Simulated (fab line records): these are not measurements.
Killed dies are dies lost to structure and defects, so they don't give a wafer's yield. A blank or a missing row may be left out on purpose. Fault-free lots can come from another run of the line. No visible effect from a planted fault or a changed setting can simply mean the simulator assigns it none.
What tool caused it? / flow nandHarc / Sampling: 24 lots, 72 wafers, 5 of 1302 route steps

== WHAT THE GAUGES SHOWED, per wafer ==
NHARC_P_M2_THK_MEAS_24: measures by xrf.
lot=L074; measured=day 6 11:05; on=filmMetro-02; thkNm (nm)=143.9 144.7 142.1
lot=L075; measured=day 6 23:38; on=filmMetro-01; thkNm (nm)=143.8 144.8 142.9
lot=L076; measured=day 7 12:29; on=filmMetro-01; thkNm (nm)=145.7 140.1 144.0
lot=L077; measured=day 8 01:03; on=filmMetro-02; thkNm (nm)=144.9 144.4 143.6
lot=L078; measured=day 8 01:47; on=filmMetro-02; thkNm (nm)=145.2 144.4 144.5
lot=L079; measured=day 8 11:01; on=filmMetro-02; thkNm (nm)=144.0 145.5 142.2
lot=L080; measured=day 9 03:05; on=filmMetro-02; thkNm (nm)=146.1 143.4 145.6
lot=L081; measured=day 9 19:10; on=filmMetro-02; thkNm (nm)=142.3 140.9 145.9
lot=L082; measured=day 9 19:47; on=filmMetro-01; thkNm (nm)=144.2 143.0 143.6
lot=L084; measured=day 10 14:35; on=filmMetro-02; thkNm (nm)=144.7 145.7 143.6
lot=L083; measured=day 10 14:58; on=filmMetro-02; thkNm (nm)=139.8 144.6 141.6
lot=L085; measured=day 11 01:21; on=filmMetro-01; thkNm (nm)=142.8 144.4 145.0
lot=L086; measured=day 11 11:46; on=filmMetro-01; thkNm (nm)=142.3 144.8 141.0
lot=L088; measured=day 12 09:26; on=filmMetro-02; thkNm (nm)=141.8 144.4 144.9
lot=L087; measured=day 12 10:39; on=filmMetro-02; thkNm (nm)=145.6 144.2 144.6
lot=L089; measured=day 12 16:49; on=filmMetro-02; thkNm (nm)=145.1 143.2 144.1
lot=L090; measured=day 13 07:43; on=filmMetro-01; thkNm (nm)=143.7 142.4 143.9
lot=L091; measured=day 13 15:19; on=filmMetro-01; thkNm (nm)=143.9 144.4 143.9
lot=L092; measured=day 13 22:33; on=filmMetro-01; thkNm (nm)=143.0 143.1 142.9
lot=L093; measured=day 14 07:50; on=filmMetro-01; thkNm (nm)=145.5 144.1 145.0
lot=L094; measured=day 14 20:04; on=filmMetro-01; thkNm (nm)=143.7 143.4 144.2
lot=L095; measured=day 15 10:53; on=filmMetro-01; thkNm (nm)=141.7 145.7 143.8
lot=L096; measured=day 15 17:17; on=filmMetro-01; thkNm (nm)=139.4 141.7 141.6
lot=L097; measured=day 16 04:31; on=filmMetro-01; thkNm (nm)=145.1 146.8 145.2

== EACH LOT AND THE TOOL THAT RAN IT (in order: tool; ch and the chambers of the sampled wafers; start) ==
lot=L074; NHARC_P_M0_CMP_23=cmp-02 ch 1,2,3, day 6 02:40; NHARC_P_M2_DESCUM_14=rieDiel-01 ch 0,3, day 6 08:41; NHARC_P_M2_ETCH_35=rieDiel-01 ch 0,1, day 6 08:46; NHARC_P_M2_PRE_CLEAN_30=pvdSputter-03, day 6 11:05 or earlier
lot=L075; NHARC_P_M0_CMP_23=cmp-03 ch 0,3, day 6 14:59; NHARC_P_M2_DESCUM_14=rieDiel-11 ch 1,3, day 6 21:09; NHARC_P_M2_ETCH_35=rieDiel-11 ch 1,2, day 6 21:14; NHARC_P_M2_PRE_CLEAN_30=pvdSputter-03, day 6 23:38 or earlier
lot=L076; NHARC_P_M0_CMP_23=cmp-02 ch 0,1,2, day 7 03:48; NHARC_P_M2_DESCUM_14=rieDiel-11 ch 0,2,3, day 7 10:05; NHARC_P_M2_ETCH_35=rieDiel-11 ch 2,3, day 7 10:10; NHARC_P_M2_PRE_CLEAN_30=pvdSputter-02, day 7 12:29 or earlier
lot=L077; NHARC_P_M0_CMP_23=cmp-02 ch 0,1,3, day 7 14:10; NHARC_P_M2_DESCUM_14=rieDiel-06 ch 0,1,2, day 7 20:20; NHARC_P_M2_ETCH_35=rieDiel-06 ch 0,1,2, day 7 20:24; NHARC_P_M2_PRE_CLEAN_30=pvdSputter-03, day 8 01:03 or earlier
lot=L078; NHARC_P_M0_CMP_23=cmp-02 ch 1,2, day 7 17:09; NHARC_P_M2_DESCUM_14=rieDiel-11 ch 1,2, day 7 23:23; NHARC_P_M2_ETCH_35=rieDiel-11 ch 0,1, day 7 23:28; NHARC_P_M2_PRE_CLEAN_30=pvdSputter-03, day 8 01:47 or earlier
lot=L079; NHARC_P_M0_CMP_23=cmp-01 ch 0,2, day 8 02:23; NHARC_P_M2_DESCUM_14=rieDiel-01 ch 0,1, day 8 08:32; NHARC_P_M2_ETCH_35=rieDiel-01 ch 1,2,3, day 8 08:37; NHARC_P_M2_PRE_CLEAN_30=pvdSputter-01, day 8 11:01 or earlier
lot=L080; NHARC_P_M0_CMP_23=cmp-02 ch 0,1,2, day 8 18:28; NHARC_P_M2_DESCUM_14=rieDiel-01 ch 2,3, day 9 00:33; NHARC_P_M2_ETCH_35=rieDiel-01 ch 0,1,2, day 9 00:39; NHARC_P_M2_PRE_CLEAN_30=pvdSputter-02, day 9 03:05 or earlier
lot=L081; NHARC_P_M0_CMP_23=cmp-01 ch 0,2,3, day 9 10:29; NHARC_P_M2_DESCUM_14=rieDiel-11 ch 0,2,3, day 9 16:43; NHARC_P_M2_ETCH_35=rieDiel-11 ch 0,1,3, day 9 16:49; NHARC_P_M2_PRE_CLEAN_30=pvdSputter-02, day 9 19:10 or earlier
lot=L082; NHARC_P_M0_CMP_23=cmp-01 ch 0,3, day 9 10:54; NHARC_P_M2_DESCUM_14=rieDiel-06 ch 0,1,3, day 9 17:19; NHARC_P_M2_ETCH_35=rieDiel-06 ch 2,3, day 9 17:27; NHARC_P_M2_PRE_CLEAN_30=pvdSputter-01, day 9 19:47 or earlier
lot=L084; NHARC_P_M0_CMP_23=cmp-03 ch 0,2, day 10 05:20; NHARC_P_M2_DESCUM_14=rieDiel-06 ch 0,1, day 10 11:56; NHARC_P_M2_ETCH_35=rieDiel-06 ch 1,2, day 10 12:02; NHARC_P_M2_PRE_CLEAN_30=pvdSputter-03, day 10 13:04
lot=L083; NHARC_P_M0_CMP_23=cmp-02 ch 0,1, day 10 06:23; NHARC_P_M2_DESCUM_14=rieDiel-01 ch 0,1,2, day 10 12:35; NHARC_P_M2_ETCH_35=rieDiel-01 ch 0,1,3, day 10 12:39; NHARC_P_M2_PRE_CLEAN_30=pvdSputter-02, day 10 14:58 or earlier
lot=L085; NHARC_P_M0_CMP_23=cmp-03 ch 0,2,3, day 10 15:22; NHARC_P_M2_DESCUM_14=rieDiel-01 ch 0,1, day 10 22:53; NHARC_P_M2_ETCH_35=rieDiel-01 ch 1,2,3, day 10 22:58; NHARC_P_M2_PRE_CLEAN_30=pvdSputter-02, day 11 01:21 or earlier
lot=L086; NHARC_P_M0_CMP_23=cmp-01 ch 1,2, day 11 02:44; NHARC_P_M2_DESCUM_14=rieDiel-06 ch 0,3, day 11 09:20; NHARC_P_M2_ETCH_35=rieDiel-06 ch 0,2, day 11 09:25; NHARC_P_M2_PRE_CLEAN_30=pvdSputter-03, day 11 11:46 or earlier
lot=L088; NHARC_P_M0_CMP_23=cmp-03 ch 0,1,2, day 12 00:53; NHARC_P_M2_DESCUM_14=rieDiel-06 ch 0,1,2, day 12 06:56; NHARC_P_M2_ETCH_35=rieDiel-06 ch 0,1,2, day 12 07:01; NHARC_P_M2_PRE_CLEAN_30=pvdSputter-03, day 12 09:26 or earlier
lot=L087; NHARC_P_M0_CMP_23=cmp-02 ch 0,2,3, day 12 01:55; NHARC_P_M2_DESCUM_14=rieDiel-06 ch 0,1,3, day 12 08:11; NHARC_P_M2_ETCH_35=rieDiel-06 ch 0,1,2, day 12 08:16; NHARC_P_M2_PRE_CLEAN_30=pvdSputter-01, day 12 10:39 or earlier
lot=L089; NHARC_P_M0_CMP_23=cmp-03 ch 0,1,3, day 12 08:04; NHARC_P_M2_DESCUM_14=rieDiel-11 ch 1,3, day 12 14:22; NHARC_P_M2_ETCH_35=rieDiel-11 ch 1,2,3, day 12 14:28; NHARC_P_M2_PRE_CLEAN_30=pvdSputter-01, day 12 16:49 or earlier
lot=L090; NHARC_P_M0_CMP_23=cmp-03 ch 0,3, day 12 22:36; NHARC_P_M2_DESCUM_14=rieDiel-06 ch 0,3, day 13 05:19; NHARC_P_M2_ETCH_35=rieDiel-06 ch 0,2,3, day 13 05:24; NHARC_P_M2_PRE_CLEAN_30=pvdSputter-01, day 13 07:43 or earlier
lot=L091; NHARC_P_M0_CMP_23=cmp-03 ch 0,2, day 13 06:34; NHARC_P_M2_DESCUM_14=rieDiel-06 ch 2,3, day 13 12:53; NHARC_P_M2_ETCH_35=rieDiel-06 ch 1,3, day 13 12:58; NHARC_P_M2_PRE_CLEAN_30=pvdSputter-03, day 13 15:19 or earlier
lot=L092; NHARC_P_M0_CMP_23=cmp-01 ch 2,3, day 13 14:12; NHARC_P_M2_DESCUM_14=rieDiel-01 ch 1,3, day 13 20:09; NHARC_P_M2_ETCH_35=rieDiel-01 ch 1,2,3, day 13 20:14; NHARC_P_M2_PRE_CLEAN_30=pvdSputter-02, day 13 22:33 or earlier
lot=L093; NHARC_P_M0_CMP_23=cmp-03 ch 0,1,3, day 13 22:43; NHARC_P_M2_DESCUM_14=rieDiel-06 ch 1,2,3, day 14 05:19; NHARC_P_M2_ETCH_35=rieDiel-06 ch 2,3, day 14 05:24; NHARC_P_M2_PRE_CLEAN_30=pvdSputter-01, day 14 07:50 or earlier
lot=L094; NHARC_P_M0_CMP_23=cmp-03 ch 0,1,2, day 14 11:23; NHARC_P_M2_DESCUM_14=rieDiel-01 ch 0,2,3, day 14 17:37; NHARC_P_M2_ETCH_35=rieDiel-01 ch 0,3, day 14 17:43; NHARC_P_M2_PRE_CLEAN_30=pvdSputter-03, day 14 20:04 or earlier
lot=L095; NHARC_P_M0_CMP_23=cmp-03 ch 1,3, day 15 02:19; NHARC_P_M2_DESCUM_14=rieDiel-11 ch 0,1, day 15 08:28; NHARC_P_M2_ETCH_35=rieDiel-11 ch 0,2, day 15 08:33; NHARC_P_M2_PRE_CLEAN_30=pvdSputter-03, day 15 10:53 or earlier
lot=L096; NHARC_P_M0_CMP_23=cmp-01 ch 1,2,3, day 15 08:43; NHARC_P_M2_DESCUM_14=rieDiel-06 ch 0,1,3, day 15 14:51; NHARC_P_M2_ETCH_35=rieDiel-06 ch 0,1,2, day 15 14:56; NHARC_P_M2_PRE_CLEAN_30=pvdSputter-01, day 15 17:17 or earlier
lot=L097; NHARC_P_M0_CMP_23=cmp-01 ch 1,2,3, day 15 20:07; NHARC_P_M2_DESCUM_14=rieDiel-06 ch 0,2, day 16 02:05; NHARC_P_M2_ETCH_35=rieDiel-06 ch 0,1,3, day 16 02:11; NHARC_P_M2_PRE_CLEAN_30=pvdSputter-01, day 16 04:31 or earlier
- NHARC_P_M0_CMP_23: polishes, t overpolish 20 s, target thk 117.54 nm.
- NHARC_P_M2_DESCUM_14: chemistry O2, time 3 s.
- NHARC_P_M2_ETCH_35: etches the open film in N2/H2, target depth 40 nm, overetch 12 nm, time 43.94 s.
- NHARC_P_M2_PRE_CLEAN_30: time 30 s.

== AS READ BY THE TOOLS THEMSELVES (means over the sampled wafers that have a number; for cases with no such wafer, the mark the record gives instead) ==
NHARC_P_M0_CMP_23.
lot=L074; tool=cmp-02; motorCurrentA (A)=12.9; padLifeWafers=291; timeToEndpointS (s)=27
lot=L075; tool=cmp-03; motorCurrentA (A)=12.7; padLifeWafers=272; timeToEndpointS (s)=26
lot=L076; tool=cmp-02; motorCurrentA (A)=12.6; padLifeWafers=26; timeToEndpointS (s)=28
lot=L077; tool=cmp-02; motorCurrentA (A)=12.7; padLifeWafers=74; timeToEndpointS (s)=28
lot=L078; tool=cmp-02; motorCurrentA (A)=12.1; padLifeWafers=84; timeToEndpointS (s)=27
lot=L079; tool=cmp-01; motorCurrentA (A)=13.6; padLifeWafers=271; timeToEndpointS (s)=29
lot=L080; tool=cmp-02; motorCurrentA (A)=12.3; padLifeWafers=177; timeToEndpointS (s)=30
lot=L081; tool=cmp-01; motorCurrentA (A)=13.0; padLifeWafers=50; timeToEndpointS (s)=28
lot=L082; tool=cmp-01; motorCurrentA (A)=12.4; padLifeWafers=54; timeToEndpointS (s)=32
lot=L084; tool=cmp-03; motorCurrentA (A)=12.8; padLifeWafers=205; timeToEndpointS (s)=26
lot=L083; tool=cmp-02; motorCurrentA (A)=12.3; padLifeWafers=306; timeToEndpointS (s)=28
lot=L085; tool=cmp-03; motorCurrentA (A)=11.4; padLifeWafers=230; timeToEndpointS (s)=32
lot=L086; tool=cmp-01; motorCurrentA (A)=13.7; padLifeWafers=222; timeToEndpointS (s)=27
lot=L088; tool=cmp-03; motorCurrentA (A)=12.7; padLifeWafers=8; timeToEndpointS (s)=26
lot=L087; tool=cmp-02; motorCurrentA (A)=12.3; padLifeWafers=91; timeToEndpointS (s)=25
lot=L089; tool=cmp-03; motorCurrentA (A)=12.5; padLifeWafers=26; timeToEndpointS (s)=25
lot=L090; tool=cmp-03; motorCurrentA (A)=12.4; padLifeWafers=103; timeToEndpointS (s)=29
lot=L091; tool=cmp-03; motorCurrentA (A)=12.3; padLifeWafers=145; timeToEndpointS (s)=26
lot=L092; tool=cmp-01; motorCurrentA (A)=12.7; padLifeWafers=48; timeToEndpointS (s)=29
lot=L093; tool=cmp-03; motorCurrentA (A)=12.7; padLifeWafers=218; timeToEndpointS (s)=33
lot=L094; tool=cmp-03; motorCurrentA (A)=12.6; padLifeWafers=271; timeToEndpointS (s)=31
lot=L095; tool=cmp-03; motorCurrentA (A)=11.4; padLifeWafers=344; timeToEndpointS (s)=33
lot=L096; tool=cmp-01; motorCurrentA (A)=12.8; padLifeWafers=236; timeToEndpointS (s)=30
lot=L097; tool=cmp-01; motorCurrentA (A)=12.6; padLifeWafers=277; timeToEndpointS (s)=27

NHARC_P_M2_DESCUM_14.
lot=L074; tool=rieDiel-01; drypumpMotorCurrentA (A)=6.22; oesProductAu (a.u.)=1.000; rfVppV (V)=57.6; showerheadPlenumPTorr (Torr)=1.85; throttleValvePct (%)=11.323
lot=L075; tool=rieDiel-11; drypumpMotorCurrentA (A)=5.44; oesProductAu (a.u.)=0.993; rfVppV (V)=57.9; showerheadPlenumPTorr (Torr)=1.99; throttleValvePct (%)=11.310
lot=L076; tool=rieDiel-11; drypumpMotorCurrentA (A)=5.79; oesProductAu (a.u.)=0.997; rfVppV (V)=57.9; showerheadPlenumPTorr (Torr)=1.96; throttleValvePct (%)=11.320
lot=L077; tool=rieDiel-06; drypumpMotorCurrentA (A)=6.13; oesProductAu (a.u.)=0.993; rfVppV (V)=58.5; showerheadPlenumPTorr (Torr)=1.88; throttleValvePct (%)=11.314
lot=L078; tool=rieDiel-11; drypumpMotorCurrentA (A)=5.80; oesProductAu (a.u.)=1.013; rfVppV (V)=58.2; showerheadPlenumPTorr (Torr)=1.98; throttleValvePct (%)=11.311
lot=L079; tool=rieDiel-01; drypumpMotorCurrentA (A)=6.15; oesProductAu (a.u.)=1.000; rfVppV (V)=57.7; showerheadPlenumPTorr (Torr)=1.94; throttleValvePct (%)=11.316
lot=L080; tool=rieDiel-01; drypumpMotorCurrentA (A)=5.82; oesProductAu (a.u.)=0.998; rfVppV (V)=57.4; showerheadPlenumPTorr (Torr)=1.95; throttleValvePct (%)=11.311
lot=L081; tool=rieDiel-11; drypumpMotorCurrentA (A)=5.77; oesProductAu (a.u.)=1.000; rfVppV (V)=57.2; showerheadPlenumPTorr (Torr)=1.96; throttleValvePct (%)=11.318
lot=L082; tool=rieDiel-06; drypumpMotorCurrentA (A)=6.15; oesProductAu (a.u.)=0.989; rfVppV (V)=57.9; showerheadPlenumPTorr (Torr)=1.94; throttleValvePct (%)=11.309
lot=L084; tool=rieDiel-06; drypumpMotorCurrentA (A)=6.08; oesProductAu (a.u.)=0.983; rfVppV (V)=58.8; showerheadPlenumPTorr (Torr)=1.93; throttleValvePct (%)=11.310
lot=L083; tool=rieDiel-01; drypumpMotorCurrentA (A)=6.05; oesProductAu (a.u.)=1.001; rfVppV (V)=57.4; showerheadPlenumPTorr (Torr)=1.96; throttleValvePct (%)=11.322
lot=L085; tool=rieDiel-01; drypumpMotorCurrentA (A)=6.14; oesProductAu (a.u.)=0.993; rfVppV (V)=57.8; showerheadPlenumPTorr (Torr)=1.94; throttleValvePct (%)=11.302
lot=L086; tool=rieDiel-06; drypumpMotorCurrentA (A)=6.20; oesProductAu (a.u.)=0.988; rfVppV (V)=58.7; showerheadPlenumPTorr (Torr)=1.96; throttleValvePct (%)=11.318
lot=L088; tool=rieDiel-06; drypumpMotorCurrentA (A)=6.17; oesProductAu (a.u.)=0.982; rfVppV (V)=58.2; showerheadPlenumPTorr (Torr)=1.88; throttleValvePct (%)=11.307
lot=L087; tool=rieDiel-06; drypumpMotorCurrentA (A)=6.15; oesProductAu (a.u.)=0.996; rfVppV (V)=58.0; showerheadPlenumPTorr (Torr)=1.94; throttleValvePct (%)=11.317
lot=L089; tool=rieDiel-11; drypumpMotorCurrentA (A)=5.52; oesProductAu (a.u.)=1.029; rfVppV (V)=58.2; showerheadPlenumPTorr (Torr)=2.02; throttleValvePct (%)=11.314
lot=L090; tool=rieDiel-06; drypumpMotorCurrentA (A)=6.10; oesProductAu (a.u.)=0.989; rfVppV (V)=58.3; showerheadPlenumPTorr (Torr)=1.95; throttleValvePct (%)=11.319
lot=L091; tool=rieDiel-06; drypumpMotorCurrentA (A)=6.27; oesProductAu (a.u.)=0.992; rfVppV (V)=58.1; showerheadPlenumPTorr (Torr)=1.92; throttleValvePct (%)=11.319
lot=L092; tool=rieDiel-01; drypumpMotorCurrentA (A)=5.90; oesProductAu (a.u.)=0.999; rfVppV (V)=57.7; showerheadPlenumPTorr (Torr)=1.93; throttleValvePct (%)=11.312
lot=L093; tool=rieDiel-06; drypumpMotorCurrentA (A)=6.23; oesProductAu (a.u.)=1.014; rfVppV (V)=57.6; showerheadPlenumPTorr (Torr)=1.89; throttleValvePct (%)=11.305
lot=L094; tool=rieDiel-01; drypumpMotorCurrentA (A)=5.98; oesProductAu (a.u.)=1.000; rfVppV (V)=58.1; showerheadPlenumPTorr (Torr)=1.92; throttleValvePct (%)=11.318
lot=L095; tool=rieDiel-11; drypumpMotorCurrentA (A)=5.77; oesProductAu (a.u.)=1.020; rfVppV (V)=57.8; showerheadPlenumPTorr (Torr)=2.01; throttleValvePct (%)=11.310
lot=L096; tool=rieDiel-06; drypumpMotorCurrentA (A)=6.18; oesProductAu (a.u.)=0.996; rfVppV (V)=58.1; showerheadPlenumPTorr (Torr)=1.93; throttleValvePct (%)=11.313
lot=L097; tool=rieDiel-06; drypumpMotorCurrentA (A)=6.18; oesProductAu (a.u.)=1.004; rfVppV (V)=57.4; showerheadPlenumPTorr (Torr)=1.85; throttleValvePct (%)=11.316

NHARC_P_M2_ETCH_35.
lot=L074; tool=rieDiel-01; drypumpMotorCurrentA (A)=6.25; oesProductAu (a.u.)=1.009; rfVppV (V)=429.9; showerheadPlenumPTorr (Torr)=2.01; throttleValvePct (%)=14.177
lot=L075; tool=rieDiel-11; drypumpMotorCurrentA (A)=5.78; oesProductAu (a.u.)=1.015; rfVppV (V)=431.8; showerheadPlenumPTorr (Torr)=2.11; throttleValvePct (%)=14.172
lot=L076; tool=rieDiel-11; drypumpMotorCurrentA (A)=5.74; oesProductAu (a.u.)=1.003; rfVppV (V)=431.5; showerheadPlenumPTorr (Torr)=2.09; throttleValvePct (%)=14.179
lot=L077; tool=rieDiel-06; drypumpMotorCurrentA (A)=6.16; oesProductAu (a.u.)=0.994; rfVppV (V)=429.4; showerheadPlenumPTorr (Torr)=2.00; throttleValvePct (%)=14.176
lot=L078; tool=rieDiel-11; drypumpMotorCurrentA (A)=5.95; oesProductAu (a.u.)=0.997; rfVppV (V)=433.0; showerheadPlenumPTorr (Torr)=2.13; throttleValvePct (%)=14.167
lot=L079; tool=rieDiel-01; drypumpMotorCurrentA (A)=5.87; oesProductAu (a.u.)=0.992; rfVppV (V)=432.4; showerheadPlenumPTorr (Torr)=2.12; throttleValvePct (%)=14.172
lot=L080; tool=rieDiel-01; drypumpMotorCurrentA (A)=6.05; oesProductAu (a.u.)=0.997; rfVppV (V)=431.5; showerheadPlenumPTorr (Torr)=2.09; throttleValvePct (%)=14.172
lot=L081; tool=rieDiel-11; drypumpMotorCurrentA (A)=5.70; oesProductAu (a.u.)=0.991; rfVppV (V)=432.7; showerheadPlenumPTorr (Torr)=2.12; throttleValvePct (%)=14.168
lot=L082; tool=rieDiel-06; drypumpMotorCurrentA (A)=6.28; oesProductAu (a.u.)=0.996; rfVppV (V)=428.7; showerheadPlenumPTorr (Torr)=1.98; throttleValvePct (%)=14.169
lot=L084; tool=rieDiel-06; drypumpMotorCurrentA (A)=6.22; oesProductAu (a.u.)=0.986; rfVppV (V)=428.3; showerheadPlenumPTorr (Torr)=1.99; throttleValvePct (%)=14.180
lot=L083; tool=rieDiel-01; drypumpMotorCurrentA (A)=6.10; oesProductAu (a.u.)=0.996; rfVppV (V)=430.5; showerheadPlenumPTorr (Torr)=2.04; throttleValvePct (%)=14.166
lot=L085; tool=rieDiel-01; drypumpMotorCurrentA (A)=5.86; oesProductAu (a.u.)=1.005; rfVppV (V)=432.1; showerheadPlenumPTorr (Torr)=2.11; throttleValvePct (%)=14.180
lot=L086; tool=rieDiel-06; drypumpMotorCurrentA (A)=6.09; oesProductAu (a.u.)=0.989; rfVppV (V)=429.9; showerheadPlenumPTorr (Torr)=2.02; throttleValvePct (%)=14.168
lot=L088; tool=rieDiel-06; drypumpMotorCurrentA (A)=6.16; oesProductAu (a.u.)=0.984; rfVppV (V)=429.7; showerheadPlenumPTorr (Torr)=2.00; throttleValvePct (%)=14.164
lot=L087; tool=rieDiel-06; drypumpMotorCurrentA (A)=6.15; oesProductAu (a.u.)=0.994; rfVppV (V)=429.1; showerheadPlenumPTorr (Torr)=2.00; throttleValvePct (%)=14.176
lot=L089; tool=rieDiel-11; drypumpMotorCurrentA (A)=5.61; oesProductAu (a.u.)=1.005; rfVppV (V)=433.2; showerheadPlenumPTorr (Torr)=2.12; throttleValvePct (%)=14.168
lot=L090; tool=rieDiel-06; drypumpMotorCurrentA (A)=6.16; oesProductAu (a.u.)=0.995; rfVppV (V)=430.5; showerheadPlenumPTorr (Torr)=2.03; throttleValvePct (%)=14.172
lot=L091; tool=rieDiel-06; drypumpMotorCurrentA (A)=6.26; oesProductAu (a.u.)=0.986; rfVppV (V)=431.9; showerheadPlenumPTorr (Torr)=2.07; throttleValvePct (%)=14.176
lot=L092; tool=rieDiel-01; drypumpMotorCurrentA (A)=5.87; oesProductAu (a.u.)=1.007; rfVppV (V)=432.3; showerheadPlenumPTorr (Torr)=2.11; throttleValvePct (%)=14.165
lot=L093; tool=rieDiel-06; drypumpMotorCurrentA (A)=6.28; oesProductAu (a.u.)=1.013; rfVppV (V)=428.5; showerheadPlenumPTorr (Torr)=1.98; throttleValvePct (%)=14.175
lot=L094; tool=rieDiel-01; drypumpMotorCurrentA (A)=6.24; oesProductAu (a.u.)=0.995; rfVppV (V)=428.2; showerheadPlenumPTorr (Torr)=1.97; throttleValvePct (%)=14.169
lot=L095; tool=rieDiel-11; drypumpMotorCurrentA (A)=6.04; oesProductAu (a.u.)=1.011; rfVppV (V)=432.1; showerheadPlenumPTorr (Torr)=2.09; throttleValvePct (%)=14.173
lot=L096; tool=rieDiel-06; drypumpMotorCurrentA (A)=6.15; oesProductAu (a.u.)=1.004; rfVppV (V)=428.7; showerheadPlenumPTorr (Torr)=2.00; throttleValvePct (%)=14.172
lot=L097; tool=rieDiel-06; drypumpMotorCurrentA (A)=6.17; oesProductAu (a.u.)=1.003; rfVppV (V)=432.0; showerheadPlenumPTorr (Torr)=2.06; throttleValvePct (%)=14.161

NHARC_P_M2_PRE_CLEAN_30.
lot=L074; tool=pvdSputter-03; heaterPowerW (W)=427
lot=L075; tool=pvdSputter-03; heaterPowerW (W)=439
lot=L076; tool=pvdSputter-02; heaterPowerW (W)=435
lot=L077; tool=pvdSputter-03; heaterPowerW (W)=407
lot=L078; tool=pvdSputter-03; heaterPowerW (W)=455
lot=L079; tool=pvdSputter-01; heaterPowerW (W)=406
lot=L080; tool=pvdSputter-02; heaterPowerW (W)=402
lot=L081; tool=pvdSputter-02; heaterPowerW (W)=440
lot=L082; tool=pvdSputter-01; heaterPowerW (W)=367
lot=L084; tool=pvdSputter-03; heaterPowerW (W)=386
lot=L083; tool=pvdSputter-02; heaterPowerW (W)=439
lot=L085; tool=pvdSputter-02; heaterPowerW (W)=449
lot=L086; tool=pvdSputter-03; heaterPowerW (W)=429
lot=L088; tool=pvdSputter-03; heaterPowerW (W)=411
lot=L087; tool=pvdSputter-01; heaterPowerW (W)=368
lot=L089; tool=pvdSputter-01; heaterPowerW (W)=415
lot=L090; tool=pvdSputter-01; heaterPowerW (W)=391
lot=L091; tool=pvdSputter-03; heaterPowerW (W)=421
lot=L092; tool=pvdSputter-02; heaterPowerW (W)=432
lot=L093; tool=pvdSputter-01; heaterPowerW (W)=417
lot=L094; tool=pvdSputter-03; heaterPowerW (W)=397
lot=L095; tool=pvdSputter-03; heaterPowerW (W)=425
lot=L096; tool=pvdSputter-01; heaterPowerW (W)=387
lot=L097; tool=pvdSputter-01; heaterPowerW (W)=396

== THE ANSWER, worked out from the rows above alone ==
Rule: the lots themselves supply what counts as usual. The widest of any qualifying gaps counts: lots, ordered by their means at a reading, are off when they make up no more than a third of the lots, leave a main group of 4 or more, and stand apart from it by 3 or more times the standard deviation of that group's means. If all means in a main group match to the digits the tables above print for the reading, that group is not used. A lot without any number at a reading at which 4 lots or more have one is off too. Any other lot the step has rows for is counted as sound. After the gauges, taken in route order, come the tools' own readings; for these a lot's mean is taken, as printed above. At the first step where some lot is off, the reading lying furthest off is the one used; lots without a number count as furthest.
No lot is off on any of the readings shown, so nothing can be concluded from this.

== WHAT THE SIMULATOR HAD PUT IN ==
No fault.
